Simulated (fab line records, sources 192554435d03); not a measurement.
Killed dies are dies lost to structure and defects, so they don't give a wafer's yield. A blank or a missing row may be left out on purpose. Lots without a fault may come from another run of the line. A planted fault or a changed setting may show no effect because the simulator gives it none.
Split-lot experiment | flow n5_finfet | 7 lots, 21 wafers read, on a route of 1938 steps

THE SPLIT
At N5_BEOL_M10_ETCH_41 (etches SiCN in CH3F/O2, target depth 42.6 nm, time 86 s), the setting source_w was moved away from the recipe's 395 W on 7 of the 21 wafers read, by +8.2% to +16.3%. The other wafers ran this setting at the recipe's value.

The reading is taken at the split's own step.

THE READING
rf_vpp_V, in V, at N5_BEOL_M10_ETCH_41 (etches SiCN in CH3F/O2, target depth 42.6 nm, time 86 s). Fault-free wafers of this fab line usually give 297.8 V, standard deviation 1.2 V.

wafer  | tool, chamber at the split | source_w as run, W | against the recipe | rf_vpp_V, V | against lot-mates on the recipe
L078.1 | rie_diel-05, 0             | 430.3              | +8.9%              | 289.3       | -10.8
L078.2 | rie_diel-05, 3             | 395                | recipe             | 300.1       | -
L078.5 | rie_diel-05, 0             | 430.3              | +8.9%              | 289.4       | -10.7
L083.1 | rie_diel-02, 0             | 395                | recipe             | 298.7       | -
L083.4 | rie_diel-02, 2             | 395                | recipe             | 297.0       | -
L083.6 | rie_diel-02, 3             | 395                | recipe             | 296.9       | -
L084.1 | rie_diel-06, 1             | 395                | recipe             | 297.9       | -
L084.3 | rie_diel-06, 3             | 395                | recipe             | 298.1       | -
L084.6 | rie_diel-06, 1             | 459.5              | +16.3%             | 284.1       | -13.9
L085.4 | rie_diel-06, 2             | 427.5              | +8.2%              | 290.4       | -6.0
L085.5 | rie_diel-06, 0             | 395                | recipe             | 296.4       | -
L085.6 | rie_diel-06, 3             | 427.5              | +8.2%              | 289.3       | -7.1
L093.1 | rie_diel-06, 2             | 395                | recipe             | 297.0       | -
L093.4 | rie_diel-06, 3             | 395                | recipe             | 297.3       | -
L093.5 | rie_diel-06, 2             | 395                | recipe             | 298.3       | -
L094.1 | rie_diel-05, 3             | 442.1              | +11.9%             | 288.9       | -7.6
L094.2 | rie_diel-05, 2             | 442.1              | +11.9%             | 289.0       | -7.5
L094.3 | rie_diel-05, 1             | 395                | recipe             | 296.5       | -
L097.2 | rie_diel-05, 1             | 395                | recipe             | 298.2       | -
L097.3 | rie_diel-05, 0             | 395                | recipe             | 295.1       | -
L097.4 | rie_diel-05, 3             | 395                | recipe             | 299.0       | -

THE FIT
A straight line over all 21 wafers: rf_vpp_V changes by -0.824 V for each +1% of source_w; r = -0.97; the points scatter about the line by 1.2 V.
The same after taking each lot's own level away (the mean of its wafers on the recipe; 21 wafers): -0.827 V for each +1%; r = -0.95; scatter 1.5 V.
On that fit, the largest move of source_w shifts the reading by 14 V.
The lots' own levels span 296.40 to 300.10 V, that is 3.1 times the standard deviation above.
So the lot-to-lot level changes the slope little: the two slopes agree.
Check: with one of the wafers moved furthest among these (+16.3%) left out of the fit, the line predicts -13.5 V for it against its lot-mates. It came out at -13.9 V against them.
Tool readings at the split's step, against how far the setting was moved: rf_vpp_V r = -0.97.

OTHER SPLITS ON THESE WAFERS
These wafers also went through other splits before the reading. Each is held against what the fit with the lots' levels taken away leaves over:
other split on the same wafers     | wafers away from the commonest value | r with rf_vpp_V (lot level and that fit taken away)
N5_BEOL_M9_COAT_60 spin_rpm        | 13                                   | +0.19
N5_BEOL_M9_ETCH_66 time_s          | 7                                    | -0.28
N5_BEOL_M9_TRENCH_ETCH_37 source_w | 6                                    | -0.22
N5_BEOL_M10_TRENCH_ETCH_37 bias_w  | 9                                    | +0.15

THE FILE'S OWN FIT
rf_vpp_V changes by -0.841 V for each +1% of source_w, r = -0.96.
